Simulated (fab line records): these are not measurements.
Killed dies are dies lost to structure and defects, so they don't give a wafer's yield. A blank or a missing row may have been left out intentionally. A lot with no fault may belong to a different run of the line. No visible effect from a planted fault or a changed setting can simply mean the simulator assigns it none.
fab line records	flow nandHarc
record lots=13	wafers=39	lastDay=33
route steps=1302 shown P_CONTACT@241 P_M0@276 END@1302
lots that met no fault: from a run of the same line without faults
startH: start of the lot's first displayed wafer, in hours after the record's first day	waitH: time in hours since the lot's previous step	" same as the row above	L1.1+2: several wafers, shown together as one row	- no value, or no start given	* or withheld: withheld	< > ~ a bound
route shown NAME@n: a module of which the file shows steps, and the number in the route of the first	usual: average and standard deviation across the fault-free wafers	same: alike in all rows	chamber/n: place in a boat	sites: each site's reading	_std_site: standard deviation of those values	_edge_site: mean of outer sites minus mean of inner sites	radiusMm: for every site, how far away it sits from the centre of the wafer	mask NAME#n: copy n	behind: the last tool/chamber to shape the wafer	hold: what put the lot on hold/how long, in hours/how the hold closed	device: which transistor (n, p or np) failed to switch	end of line: at the end of the route, the tests of the same wafers	a step with no rows: only its recipe	killed: at the first sort, the dies lost to defects and structure; wafer yield is something else	map: shows each die of a wafer: x if killed, . if not, _ if none is there
set.NAME: the run value of the setting; set.NAME@STEP: its run value at that earlier step	model.NAME: the simulator's own value behind a step, which no gauge read
steps of the route over a sample of lots; a table a step, a row a wafer
services: when a tool's chamber went out of use (startH, in hours from the record's first day, below 0 if earlier), for how many hours, and the reason
## steps
# step NHARC_P_CONTACT_CD_MEAS_19
# usual cdNm=89.8/1.5
lot.wafer	tool	chamber	startH	waitH	cdNm
L244.1	cdSem-02	-	124.65	-	89.7
L244.3	"	-	"	"	89.0
L244.4	"	-	"	"	90.4
L246.2	cdSem-02	-	135.57	-	88.0
L246.5	"	-	"	"	87.6
L246.6	"	-	"	"	90.1
L247.2	cdSem-03	-	151.53	-	90.3
L247.3	"	-	"	"	88.7
L247.5	"	-	"	"	87.3
L248.3	cdSem-01	-	162.19	-	89.1
L248.4	"	-	"	"	91.1
L248.6	"	-	"	"	90.5
L250.1	cdSem-03	-	181.02	-	89.3
L250.3	"	-	"	"	89.6
L250.6	"	-	"	"	89.6
L251.1	cdSem-02	-	187.03	-	89.5
L251.2	"	-	"	"	88.1
L251.5	"	-	"	"	90.0
L255.1	cdSem-02	-	229.06	-	86.8
L255.4	"	-	"	"	88.2
L255.6	"	-	"	"	90.2
L256.1	cdSem-03	-	236.67	-	89.7
L256.3	"	-	"	"	90.5
L256.6	"	-	"	"	91.1
L262.1	cdSem-02	-	299.32	-	91.1
L262.4	"	-	"	"	91.3
L262.5	"	-	"	"	91.2
L263.1	cdSem-01	-	311.37	-	90.9
L263.4	"	-	"	"	91.9
L263.5	"	-	"	"	91.9
L265.2	cdSem-03	-	326.89	-	88.0
L265.3	"	-	"	"	91.8
L265.6	"	-	"	"	88.0
L264.1	cdSem-01	-	327.51	-	88.3
L264.2	"	-	"	"	88.9
L264.4	"	-	"	"	88.4
L267.3	cdSem-02	-	348.12	-	87.5
L267.4	"	-	"	"	88.4
L267.6	"	-	"	"	88.5
# step NHARC_P_CONTACT_ALD_22
# recipe targetThkA=30	pulseTimeS=1	aldCycles=150	tempC=450	material=TiN
# usual heaterPowerW=1138/100	precursorPulseHeightRel=1.000/0.022	susceptorTempC=450.03/0.24
# same aldCycles=150
lot.wafer	tool	chamber	startH	waitH	heaterPowerW	precursorPulseHeightRel	susceptorTempC
L244.1	aldMetal-02	0	125.63	-	1127	1.011	-
L244.4	"	1	"	"	1249	1.013	-
L244.3	"	2	"	"	1179	1.035	-
L246.2	aldMetal-04	0	136.54	-	1225	0.993	449.86
L246.5	"	3	"	"	1259	0.991	449.93
L246.6	"	0	"	"	1241	0.998	450.07
L247.3	aldMetal-04	1	152.48	-	967	0.981	-
L247.2	"	3	"	"	1250	0.955	-
L247.5	"	1	"	"	963	1.019	-
L248.3	aldMetal-02	3	163.18	-	1010	1.014	450.38
L248.4	"	0	"	"	1123	1.021	450.27
L248.6	"	2	"	"	1186	0.999	450.03
L250.3	aldMetal-04	2	182.02	-	1222	0.980	450.12
L250.1	"	3	"	"	1255	1.039	450.11
L250.6	"	2	"	"	1186	1.003	450.02
L251.1	aldMetal-01	0	188.02	-	1040	1.001	450.11
L251.2	"	1	"	"	1024	1.023	450.21
L251.5	"	2	"	"	1230	1.006	450.25
L255.1	aldMetal-02	0	230.03	-	1099	0.968	450.28
L255.4	"	1	"	"	1324	1.000	450.02
L255.6	"	0	"	"	1121	0.989	450.02
L256.3	aldMetal-04	2	237.64	-	1221	1.002	449.86
L256.1	"	0	"	"	1203	0.993	450.46
L256.6	"	2	"	"	1169	0.978	450.12
L262.4	aldMetal-01	2	300.27	-	1205	1.001	449.97
L262.1	"	1	"	"	1029	1.017	449.76
L262.5	"	2	"	"	1219	1.015	449.60
L263.4	aldMetal-01	0	312.34	-	1038	0.965	449.81
L263.1	"	2	"	"	1205	1.007	449.62
L263.5	"	3	"	"	1134	1.022	450.30
L265.3	aldMetal-04	3	327.86	-	1247	1.000	449.68
L265.2	"	1	"	"	1000	1.027	450.34
L265.6	"	3	"	"	1253	0.972	449.91
L264.1	aldMetal-01	3	328.46	-	1107	0.981	449.86
L264.4	"	0	"	"	1071	1.002	450.14
L264.2	"	1	"	"	1045	0.983	450.20
L267.3	aldMetal-02	0	349.06	-	1158	1.006	450.14
L267.6	"	1	"	"	1168	1.026	450.01
L267.4	"	2	"	"	1102	0.993	449.96
# step NHARC_P_CONTACT_INSPECT_27
# usual rawDefectCount=273/97
lot.wafer	tool	chamber	startH	waitH	rawDefectCount
L244.1	defectInspect-02	-	126.86	0.1	211
L244.3	"	-	"	"	124
L244.4	"	-	"	"	177
L246.2	defectInspect-02	-	137.90	0.1	242
L246.5	"	-	"	"	446
L246.6	"	-	"	"	427
L247.2	defectInspect-01	-	153.74	0.1	207
L247.3	"	-	"	"	142
L247.5	"	-	"	"	225
L248.3	defectInspect-02	-	164.45	0.1	298
L248.4	"	-	"	"	243
L248.6	"	-	"	"	266
L250.1	defectInspect-02	-	183.30	0.1	233
L250.3	"	-	"	"	172
L250.6	"	-	"	"	263
L251.1	defectInspect-01	-	189.25	0.1	239
L251.2	"	-	"	"	138
L251.5	"	-	"	"	323
L255.1	defectInspect-01	-	231.25	0.1	372
L255.4	"	-	"	"	184
L255.6	"	-	"	"	383
L256.1	defectInspect-01	-	238.89	0.1	256
L256.3	"	-	"	"	264
L256.6	"	-	"	"	252
L262.1	defectInspect-01	-	301.53	0.1	695
L262.4	"	-	"	"	532
L262.5	"	-	"	"	307
L263.1	defectInspect-01	-	313.58	0.1	175
L263.4	"	-	"	"	369
L263.5	"	-	"	"	182
L265.2	defectInspect-02	-	329.09	0.1	244
L265.3	"	-	"	"	333
L265.6	"	-	"	"	288
L264.1	defectInspect-01	-	329.71	0.1	332
L264.2	"	-	"	"	241
L264.4	"	-	"	"	436
L267.3	defectInspect-01	-	350.36	0.1	272
L267.4	"	-	"	"	276
L267.6	"	-	"	"	141
# step NHARC_P_M0_ECD_22
# recipe targetThkA=4000	bathTempC=25	material=Cu
lot.wafer	tool	chamber	startH	waitH
L244.1+4+3	ecdCu-01	0,0,1	129.67	-
L246.2+5+6	ecdCu-01	0,1,0	140.74	-
L247.2+3+5	ecdCu-01	0	156.16	-
L248.3+4+6	ecdCu-02	1,0,0	166.91	-
L250.1+3+6	ecdCu-01	1,0,1	185.70	-
L251.2+1+5	ecdCu-02	1,0,1	191.48	-
L255.1+4+6	ecdCu-02	1	233.62	-
L256.1+3+6	ecdCu-02	1	241.36	-
L262.1+4+5	ecdCu-01	1	304.03	-
L263.1+4+5	ecdCu-02	1	315.95	-
L265.2+3+6	ecdCu-01	1,0,1	331.48	-
L264.2+1+4	ecdCu-02	1,0,1	332.11	-
L267.4+3+6	ecdCu-02	1,0,0	352.90	-
# step NHARC_P_M0_CMP_23
# recipe tOverpolishS=20	targetThkNm=117.54
# usual edgeZonePressureFrac=1.000/0.0053	motorCurrentA=11.9/1.5	timeToEndpointS=28.8/2.9
lot.wafer	tool	chamber	startH	waitH	edgeZonePressureFrac	motorCurrentA	timeToEndpointS
L244.3	cmp-02	2	130.43	-	1.000	13.7	29.7
L244.1	"	3	"	"	1.005	11.5	25.3
L244.4	"	1	"	"	1.000	9.9	25.8
L246.2	cmp-01	0	141.41	-	1.004	14.5	29.6
L246.5	"	0	"	"	0.996	14.9	30.4
L246.6	"	1	"	"	1.004	13.8	33.2
L247.2	cmp-03	3	156.88	-	0.999	10.3	24.8
L247.3	"	2	"	"	1.008	10.4	27.3
L247.5	"	3	"	"	0.992	10.6	28.4
L248.3	cmp-02	0	167.62	-	0.997	10.6	31.6
L248.4	"	1	"	"	0.999	9.6	26.2
L248.6	"	3	"	"	1.001	10.7	28.3
L250.3	cmp-03	0	186.43	-	0.999	12.1	29.1
L250.1	"	2	"	"	0.995	10.2	26.2
L250.6	"	1	"	"	0.995	12.4	28.6
L251.1	cmp-03	0	192.21	-	1.001	12.4	27.8
L251.2	"	2	"	"	1.002	10.8	23.9
L251.5	"	0	"	"	0.997	12.1	28.0
L255.1	cmp-01	2	234.38	-	1.005	11.8	17.0
L255.4	"	3	"	"	1.006	11.0	20.9
L255.6	"	1	"	"	0.991	13.7	28.4
L256.3	cmp-01	3	242.09	-	1.009	11.0	29.0
L256.1	"	2	"	"	0.991	11.2	16.0
L256.6	"	3	"	"	1.007	11.4	28.5
L262.4	cmp-03	1	304.87	-	0.994	11.8	26.2
L262.1	"	3	"	"	1.002	9.7	27.6
L262.5	"	1	"	"	0.991	11.8	24.8
L263.4	cmp-01	0	316.72	-	0.995	13.9	30.3
L263.1	"	1	"	"	1.001	14.3	35.1
L263.5	"	2	"	"	1.003	11.1	26.0
L265.2	cmp-03	1	332.36	-	0.996	11.9	31.0
L265.3	"	2	"	"	0.998	10.8	25.0
L265.6	"	0	"	"	0.994	12.0	30.3
L264.4	cmp-03	3	332.84	-	1.003	10.0	29.4
L264.2	"	0	"	"	1.000	12.0	30.5
L264.1	"	2	"	"	1.005	10.4	27.5
L267.4	cmp-02	0	353.55	-	1.015	10.8	30.3
L267.3	"	1	"	"	0.990	9.8	26.3
L267.6	"	3	"	"	1.008	11.9	25.5
# step NHARC_END_SORT_01
# recipe tempC=25
# usual defectLimitedYield=90/3.1	killedAtArray=62/20	killedAtOther=0.8/1.1	killedAtPeriphery=3.5/2.4	killedDies=66/21	killedOpen=3.5/1.9	killedShort=2.5/1.7
# same grossDies=677
lot.wafer	tool	chamber	startH	waitH	defectLimitedYield[%]	killedAtArray	killedAtOther	killedAtPeriphery	killedDies	killedOpen	killedShort
L244.1	prober-02	0	581.00	2.5	96	24	0	1	25	3	1
L244.3	prober-02	0	582.59	3.1	96	27	0	2	29	4	4
L244.4	prober-02	0	583.39	3.4	96	26	0	2	28	0	3
L246.2	prober-01	0	588.80	2.8	93	45	0	3	48	7	3
L246.5	prober-01	0	591.22	3.7	92	49	1	3	53	4	5
L246.6	prober-01	0	592.02	4.0	93	42	1	3	46	6	4
L247.2	prober-02	0	589.54	2.8	87	85	1	1	87	5	1
L247.3	prober-02	0	590.34	3.1	89	72	0	1	73	4	4
L247.5	prober-02	0	591.93	3.7	91	62	1	1	64	0	0
L248.3	prober-01	0	601.33	3.1	89	72	0	1	73	3	2
L248.4	prober-01	0	602.12	3.4	90	67	1	1	69	3	3
L248.6	prober-01	0	603.70	4.0	92	54	0	1	55	3	2
L251.1	prober-02	0	634.05	2.5	86	93	0	0	93	7	7
L251.2	prober-02	0	634.85	2.8	88	79	0	0	79	4	4
L251.5	prober-02	0	637.26	3.7	87	86	0	2	88	5	3
L250.1	prober-01	0	643.69	2.5	86	91	1	3	95	3	1
L250.3	prober-01	0	645.27	3.1	86	88	1	4	93	3	3
L250.6	prober-01	0	647.65	4.0	86	90	1	4	95	3	2
L256.1	prober-02	0	688.88	2.5	87	83	0	2	85	4	3
L256.3	prober-02	0	690.48	3.1	89	74	1	0	75	2	1
L256.6	prober-02	0	692.88	4.0	87	85	0	1	86	5	3
L255.1	prober-02	0	696.65	2.5	88	78	1	5	84	3	2
L255.4	prober-02	0	698.98	3.3	86	83	0	9	92	3	4
L255.6	prober-02	0	700.53	3.9	88	77	0	3	80	4	3
L262.1	prober-02	0	720.57	2.5	86	81	6	5	92	4	6
L262.4	prober-02	0	722.94	3.4	90	64	4	2	70	3	2
L262.5	prober-02	0	723.73	3.7	89	70	2	5	77	2	5
L265.2	prober-01	0	772.69	2.8	91	58	0	2	60	3	1
L265.3	prober-01	0	773.49	3.1	92	49	0	3	52	3	2
L265.6	prober-01	0	775.89	4.0	89	68	0	6	74	6	4
L267.3	prober-02	0	773.49	3.1	88	74	1	4	79	5	2
L267.4	prober-02	0	774.31	3.4	87	84	2	4	90	3	3
L267.6	prober-02	0	775.93	4.1	90	63	0	6	69	3	2
L264.1	prober-02	0	779.71	2.5	95	32	0	4	36	2	9
L264.2	prober-02	0	780.51	2.8	93	45	0	4	49	4	5
L264.4	prober-02	0	782.10	3.4	94	34	1	6	41	4	2
L263.1	prober-01	0	779.73	2.5	89	67	0	6	73	4	3
L263.4	prober-01	0	782.14	3.4	91	56	0	4	60	2	2
L263.5	prober-01	0	782.95	3.7	90	60	0	5	65	2	1
# killed by level:class
L244.1 A_CHANNEL_HOLE_D2:chamberFilmFlake=7 A_SGD_CUT:chamberFilmFlake=4 A_CONTACT:chamberFilmFlake=3 A_CHANNEL_HOLE_D1:chamberFilmFlake=2 A_CONTACT:unspecified=2 P_GATE:geometricParticle:open=1 A_ONON_D1:geometricParticle:open=1 A_DECK1_JOINT:geometricParticle:short=1
L244.3 A_CHANNEL_HOLE_D2:chamberFilmFlake=5 A_SGD_CUT:chamberFilmFlake=4 A_CHANNEL_HOLE_D1:chamberFilmFlake=3 A_WL_FILL:geometricParticle:short=2 A_ZERO_WELL:chamberFilmFlake=2 A_CONTACT:chamberFilmFlake=2 P_GATE:geometricParticle:open=1 P_M0:geometricParticle:open=1
L244.4 A_CHANNEL_HOLE_D2:chamberFilmFlake=5 A_CONTACT:unspecified=4 A_SGD_CUT:chamberFilmFlake=3 A_WL_FILL:geometricParticle:short=2 A_CHANNEL_FILL_D2:chamberFilmFlake=2 A_STAIRCASE:chamberFilmFlake=2 A_WL_FILL:chamberFilmFlake=2 A_CONTACT:chamberFilmFlake=2
L246.2 A_CHANNEL_HOLE_D2:chamberFilmFlake=29 A_SGD_CUT:chamberFilmFlake=3 P_GATE:geometricParticle:open=2 A_DECK1_JOINT:geometricParticle:open=2 A_STAIRCASE:chamberFilmFlake=2 A_WL_FILL:chamberFilmFlake=2 A_CHANNEL_FILL_D1:geometricParticle:short=1 A_CHANNEL_FILL_D2:geometricParticle:open=1
L247.2 A_CHANNEL_HOLE_D1:chamberFilmFlake=35 A_SLIT:chamberFilmFlake=17 A_CHANNEL_HOLE_D2:chamberFilmFlake=14 A_STAIRCASE:chamberFilmFlake=11 A_ONON_D2:geometricParticle:open=2 A_DECK1_JOINT:chamberFilmFlake=2 A_CHANNEL_HOLE_D1:geometricParticle:open=1 A_DECK1_JOINT:geometricParticle:open=1
L247.3 A_CHANNEL_HOLE_D1:chamberFilmFlake=29 A_SLIT:chamberFilmFlake=18 A_STAIRCASE:chamberFilmFlake=7 A_CHANNEL_HOLE_D2:chamberFilmFlake=5 A_CONTACT:chamberFilmFlake=4 A_ONON_D1:geometricParticle:short=1 A_CHANNEL_FILL_D1:geometricParticle:short=1 A_DECK1_JOINT:geometricParticle:short=1
L246.5 A_CHANNEL_HOLE_D2:chamberFilmFlake=37 A_CHANNEL_FILL_D2:geometricParticle:short=2 A_M0:geometricParticle:open=2 A_CHANNEL_HOLE_D1:chamberFilmFlake=2 A_BLC:chamberFilmFlake=2 P_GATE:geometricParticle:short=1 P_CONTACT:geometricParticle:short=1 P_CONTACT:geometricParticle:open=1
L247.5 A_CHANNEL_HOLE_D1:chamberFilmFlake=22 A_SLIT:chamberFilmFlake=20 A_STAIRCASE:chamberFilmFlake=8 A_CHANNEL_HOLE_D2:chamberFilmFlake=5 A_CONTACT:chamberFilmFlake=2 A_DECK1_JOINT:chamberFilmFlake=2 P_STI:chamberFilmFlake=1 A_CHANNEL_FILL_D1:chamberFilmFlake=1
L246.6 A_CHANNEL_HOLE_D2:chamberFilmFlake=28 A_SGD_CUT:chamberFilmFlake=3 A_CHANNEL_HOLE_D1:chamberFilmFlake=2 P_M0:geometricParticle:open=1 P_M1:geometricParticle:short=1 P_M1:geometricParticle:open=1 A_SOURCE_PLATE:geometricParticle:short=1 A_ONON_D1:geometricParticle:short=1
L248.3 A_CHANNEL_HOLE_D1:chamberFilmFlake=32 A_SLIT:chamberFilmFlake=25 A_CHANNEL_HOLE_D2:chamberFilmFlake=5 A_STAIRCASE:chamberFilmFlake=2 A_CONTACT:chamberFilmFlake=2 P_STI:geometricParticle:open=1 A_SOURCE_PLATE:geometricParticle:short=1 A_CHANNEL_FILL_D1:geometricParticle:short=1
L248.4 A_CHANNEL_HOLE_D1:chamberFilmFlake=25 A_SLIT:chamberFilmFlake=25 A_CONTACT:chamberFilmFlake=5 A_CHANNEL_HOLE_D2:chamberFilmFlake=4 A_ONON_D1:geometricParticle:short=2 A_STAIRCASE:chamberFilmFlake=2 P_M0:geometricParticle:open=1 A_CHANNEL_FILL_D1:geometricParticle:open=1
L248.6 A_CHANNEL_HOLE_D1:chamberFilmFlake=26 A_SLIT:chamberFilmFlake=20 A_CHANNEL_HOLE_D2:chamberFilmFlake=2 P_GATE:geometricParticle:open=1 A_ONON_D1:geometricParticle:open=1 A_CHANNEL_FILL_D1:geometricParticle:short=1 A_ONON_D2:geometricParticle:open=1 A_CHANNEL_HOLE_D2:geometricParticle:short=1
L251.1 A_CHANNEL_HOLE_D1:chamberFilmFlake=28 A_SLIT:chamberFilmFlake=28 A_CHANNEL_HOLE_D2:chamberFilmFlake=11 A_STAIRCASE:chamberFilmFlake=5 A_CHANNEL_FILL_D2:chamberFilmFlake=4 A_M0:geometricParticle:open=3 A_ONON_D1:geometricParticle:open=2 A_ONON_D1:geometricParticle:short=2
L251.2 A_SLIT:chamberFilmFlake=26 A_CHANNEL_HOLE_D1:chamberFilmFlake=25 A_CHANNEL_HOLE_D2:chamberFilmFlake=9 A_STAIRCASE:chamberFilmFlake=5 A_CHANNEL_FILL_D2:chamberFilmFlake=4 A_CHANNEL_FILL_D1:geometricParticle:short=1 A_DECK1_JOINT:geometricParticle:short=1 A_DECK1_JOINT:geometricParticle:open=1
L251.5 A_CHANNEL_HOLE_D1:chamberFilmFlake=33 A_SLIT:chamberFilmFlake=29 A_CHANNEL_HOLE_D2:chamberFilmFlake=9 A_STAIRCASE:chamberFilmFlake=4 P_M0:geometricParticle:open=1 A_ONON_D1:geometricParticle:short=1 A_ONON_D2:geometricParticle:open=1 A_CHANNEL_FILL_D2:geometricParticle:short=1
L250.1 A_SLIT:chamberFilmFlake=31 A_CHANNEL_HOLE_D2:chamberFilmFlake=29 A_ZERO_WELL:chamberFilmFlake=7 A_CONTACT:chamberFilmFlake=7 A_CHANNEL_HOLE_D1:chamberFilmFlake=5 A_STAIRCASE:chamberFilmFlake=4 A_WL_FILL:chamberFilmFlake=3 P_GATE:geometricParticle:short=1
L250.3 A_CHANNEL_HOLE_D2:chamberFilmFlake=34 A_SLIT:chamberFilmFlake=31 A_WL_FILL:chamberFilmFlake=4 A_CONTACT:chamberFilmFlake=4 A_STAIRCASE:chamberFilmFlake=3 A_WL_FILL:geometricParticle:short=2 P_ZERO_WELL:chamberFilmFlake=2 A_ZERO_WELL:chamberFilmFlake=2
L250.6 A_SLIT:chamberFilmFlake=38 A_CHANNEL_HOLE_D2:chamberFilmFlake=33 A_ZERO_WELL:chamberFilmFlake=5 A_CHANNEL_HOLE_D1:chamberFilmFlake=3 A_STAIRCASE:chamberFilmFlake=3 P_GATE:chamberFilmFlake=2 A_CONTACT:chamberFilmFlake=2 P_M0:geometricParticle:open=1
L256.1 A_SLIT:chamberFilmFlake=35 A_CHANNEL_HOLE_D2:chamberFilmFlake=21 A_STAIRCASE:chamberFilmFlake=7 A_CHANNEL_HOLE_D1:chamberFilmFlake=6 A_CONTACT:chamberFilmFlake=4 P_CONTACT:geometricParticle:open=2 A_ZERO_WELL:chamberFilmFlake=2 A_CHANNEL_FILL_D1:geometricParticle:open=1
L256.3 A_SLIT:chamberFilmFlake=34 A_CHANNEL_HOLE_D2:chamberFilmFlake=17 A_CHANNEL_HOLE_D1:chamberFilmFlake=9 A_STAIRCASE:chamberFilmFlake=5 A_CHANNEL_FILL_D2:chamberFilmFlake=2 A_CONTACT:chamberFilmFlake=2 A_DECK1_JOINT:geometricParticle:short=1 A_STAIRCASE:geometricParticle:open=1
L256.6 A_SLIT:chamberFilmFlake=34 A_CHANNEL_HOLE_D2:chamberFilmFlake=27 A_CHANNEL_HOLE_D1:chamberFilmFlake=5 A_STAIRCASE:chamberFilmFlake=5 A_CONTACT:chamberFilmFlake=3 A_ONON_D1:geometricParticle:short=2 P_GATE:geometricParticle:open=1 A_CHANNEL_FILL_D1:geometricParticle:open=1
L255.1 A_CHANNEL_HOLE_D1:chamberFilmFlake=36 A_SLIT:chamberFilmFlake=31 P_CONTACT:chamberFilmFlake=3 A_STAIRCASE:chamberFilmFlake=3 P_M0:geometricParticle:open=1 A_CHANNEL_FILL_D1:geometricParticle:open=1 A_ONON_D2:geometricParticle:open=1 A_ONON_D2:geometricParticle:short=1
L255.4 A_CHANNEL_HOLE_D1:chamberFilmFlake=43 A_SLIT:chamberFilmFlake=31 P_CONTACT:chamberFilmFlake=3 A_WL_FILL:geometricParticle:short=2 P_ZERO_WELL:chamberFilmFlake=2 P_GATE:chamberFilmFlake=2 A_CHANNEL_FILL_D1:chamberFilmFlake=2 P_M1:geometricParticle:open=1
L255.6 A_SLIT:chamberFilmFlake=34 A_CHANNEL_HOLE_D1:chamberFilmFlake=30 A_M1:geometricParticle:open=2 P_CONTACT:chamberFilmFlake=2 A_CONTACT:chamberFilmFlake=2 A_ONON_D2:geometricParticle:short=1 A_WL_FILL:geometricParticle:short=1 A_CONTACT:geometricParticle:open=1
L262.1 A_CHANNEL_HOLE_D1:chamberFilmFlake=34 A_SLIT:chamberFilmFlake=31 THIN_TSV:chamberFilmFlake=6 A_CONTACT:chamberFilmFlake=4 P_M1:geometricParticle:open=2 A_WL_FILL:geometricParticle:short=2 A_CHANNEL_FILL_D2:chamberFilmFlake=2 A_STAIRCASE:chamberFilmFlake=2
L262.4 A_CHANNEL_HOLE_D1:chamberFilmFlake=33 A_SLIT:chamberFilmFlake=26 THIN_TSV:chamberFilmFlake=4 P_M0:geometricParticle:open=1 A_CHANNEL_FILL_D1:geometricParticle:short=1 A_ONON_D2:geometricParticle:open=1 A_CHANNEL_HOLE_D2:geometricParticle:open=1 A_WL_FILL:geometricParticle:short=1
L262.5 A_CHANNEL_HOLE_D1:chamberFilmFlake=30 A_SLIT:chamberFilmFlake=30 A_CONTACT:chamberFilmFlake=4 A_CHANNEL_FILL_D1:geometricParticle:short=2 P_STI:chamberFilmFlake=2 THIN_TSV:chamberFilmFlake=2 P_STI:geometricParticle:short=1 P_CONTACT:geometricParticle:short=1
L265.2 A_CHANNEL_HOLE_D2:chamberFilmFlake=24 A_CHANNEL_HOLE_D1:chamberFilmFlake=12 A_CONTACT:chamberFilmFlake=8 A_SLIT:chamberFilmFlake=5 A_STAIRCASE:chamberFilmFlake=3 A_BONDPAD:chamberFilmFlake=2 P_STI:geometricParticle:short=1 A_SOURCE_PLATE:geometricParticle:open=1
L265.3 A_CHANNEL_HOLE_D2:chamberFilmFlake=22 A_CHANNEL_HOLE_D1:chamberFilmFlake=8 A_SLIT:chamberFilmFlake=7 A_BONDPAD:chamberFilmFlake=3 P_M0:chamberFilmFlake=2 A_CONTACT:chamberFilmFlake=2 P_CONTACT:geometricParticle:short=1 A_CHANNEL_FILL_D1:geometricParticle:open=1
L267.3 A_SLIT:chamberFilmFlake=31 A_CHANNEL_HOLE_D1:chamberFilmFlake=26 A_STAIRCASE:chamberFilmFlake=5 A_CHANNEL_FILL_D1:chamberFilmFlake=3 A_CONTACT:chamberFilmFlake=3 P_CONTACT:geometricParticle:open=2 P_M1:chamberFilmFlake=2 A_CHANNEL_FILL_D1:geometricParticle:open=1
L267.4 A_SLIT:chamberFilmFlake=39 A_CHANNEL_HOLE_D1:chamberFilmFlake=19 A_CONTACT:chamberFilmFlake=9 A_STAIRCASE:chamberFilmFlake=8 A_CHANNEL_FILL_D1:chamberFilmFlake=2 THIN_TSV:chamberFilmFlake=2 P_CONTACT:geometricParticle:short=1 A_CHANNEL_FILL_D1:geometricParticle:open=1
L265.6 A_CHANNEL_HOLE_D2:chamberFilmFlake=24 A_CHANNEL_HOLE_D1:chamberFilmFlake=22 A_SLIT:chamberFilmFlake=6 A_STAIRCASE:chamberFilmFlake=5 P_GATE:chamberFilmFlake=2 A_CONTACT:chamberFilmFlake=2 A_BONDPAD:chamberFilmFlake=2 P_GATE:geometricParticle:short=1
L267.6 A_SLIT:chamberFilmFlake=26 A_CHANNEL_HOLE_D1:chamberFilmFlake=18 A_CONTACT:chamberFilmFlake=6 A_STAIRCASE:chamberFilmFlake=5 P_BONDPAD:chamberFilmFlake=3 P_GATE:chamberFilmFlake=2 A_CHANNEL_HOLE_D2:chamberFilmFlake=2 P_M1:geometricParticle:open=1
L264.1 A_CHANNEL_HOLE_D1:chamberFilmFlake=11 A_SLIT:chamberFilmFlake=8 A_STAIRCASE:chamberFilmFlake=3 P_CONTACT:geometricParticle:short=2 P_STI:geometricParticle:short=1 P_CONTACT:geometricParticle:open=1 A_SOURCE_PLATE:geometricParticle:short=1 A_CHANNEL_HOLE_D1:geometricParticle:short=1
L263.1 A_CHANNEL_HOLE_D2:chamberFilmFlake=31 A_CONTACT:chamberFilmFlake=10 A_CHANNEL_HOLE_D1:chamberFilmFlake=9 A_BONDPAD:chamberFilmFlake=6 P_STI:chamberFilmFlake=3 A_M0:geometricParticle:open=2 P_GATE:chamberFilmFlake=2 A_STAIRCASE:chamberFilmFlake=2
L264.2 A_CHANNEL_HOLE_D1:chamberFilmFlake=22 A_SLIT:chamberFilmFlake=9 A_CONTACT:chamberFilmFlake=3 A_ONON_D1:geometricParticle:open=2 A_CHANNEL_FILL_D1:geometricParticle:open=2 P_STI:chamberFilmFlake=2 A_STAIRCASE:chamberFilmFlake=2 P_CONTACT:geometricParticle:short=1
L264.4 A_CHANNEL_HOLE_D1:chamberFilmFlake=21 A_SLIT:chamberFilmFlake=5 A_CONTACT:chamberFilmFlake=3 P_STI:geometricParticle:open=1 P_CONTACT:geometricParticle:open=1 A_CHANNEL_FILL_D1:geometricParticle:open=1 A_WL_FILL:geometricParticle:short=1 A_CONTACT:geometricParticle:short=1
L263.4 A_CHANNEL_HOLE_D2:chamberFilmFlake=22 A_CHANNEL_HOLE_D1:chamberFilmFlake=11 A_SLIT:chamberFilmFlake=9 A_CONTACT:chamberFilmFlake=7 P_GATE:chamberFilmFlake=2 A_BONDPAD:chamberFilmFlake=2 A_DECK1_JOINT:geometricParticle:open=1 A_DECK1_JOINT:geometricParticle:short=1
L263.5 A_CHANNEL_HOLE_D2:chamberFilmFlake=33 A_CHANNEL_HOLE_D1:chamberFilmFlake=10 A_SLIT:chamberFilmFlake=8 P_STI:chamberFilmFlake=3 A_CONTACT:chamberFilmFlake=3 A_BONDPAD:chamberFilmFlake=2 A_DECK1_JOINT:geometricParticle:short=1 A_CHANNEL_FILL_D2:geometricParticle:open=1
## services
tool	chamber	startH	hours	kind
cmp-01	-	112.05	1.3	repair
aldMetal-04	-	118.00	10.0	pm
ecdCu-01	-	126.10	1.2	repair
cmp-03	-	144.82	0.9	repair
ecdCu-01	-	160.00	8.0	pm
aldMetal-04	1	160.75	23.5	repair
aldMetal-01	-	170.00	10.0	pm
cmp-03	-	171.03	4.0	pm
aldMetal-02	1	180.47	21.4	repair
aldMetal-04	3	183.34	7.9	repair
cmp-01	-	185.50	4.0	pm
cmp-03	-	193.72	1.9	repair
cmp-01	-	194.18	1.8	repair
aldMetal-01	3	196.46	4.6	repair
aldMetal-04	0	219.06	4.7	repair
cmp-03	-	229.26	1.9	repair
cmp-03	-	236.80	1.1	repair
ecdCu-02	-	244.00	8.0	pm
cmp-03	-	269.03	4.0	pm
cmp-03	-	284.16	4.6	repair
aldMetal-04	-	296.00	10.0	pm
ecdCu-01	-	336.08	8.0	pm
ecdCu-02	-	337.95	1.1	repair
cmp-03	-	341.20	2.8	repair
## key
firstSign step=NHARC_P_M0_CMP_23	reading=timeToEndpointS	direction=down	sigmas=3.7	usual=*	struck=*
effect none on later readings
metAt NHARC_P_M0_ECD_22
struckLots L255,L256
struckWafers L255.1,L255.4,L256.1
notActingAt NHARC_P_CONTACT_CD_MEAS_19,NHARC_P_CONTACT_ALD_22,NHARC_P_CONTACT_INSPECT_27
onsetBetween 191.48 233.62
fault kind=processParameterDrift	tool=ecdCu-02	chamber=-	onsetH=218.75	steps=NHARC_P_M0_ECD_22	channel=targetThkA	offset=*	shape=step	endH=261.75	scope=struckWafersOnly	actsIn=*	stated=*
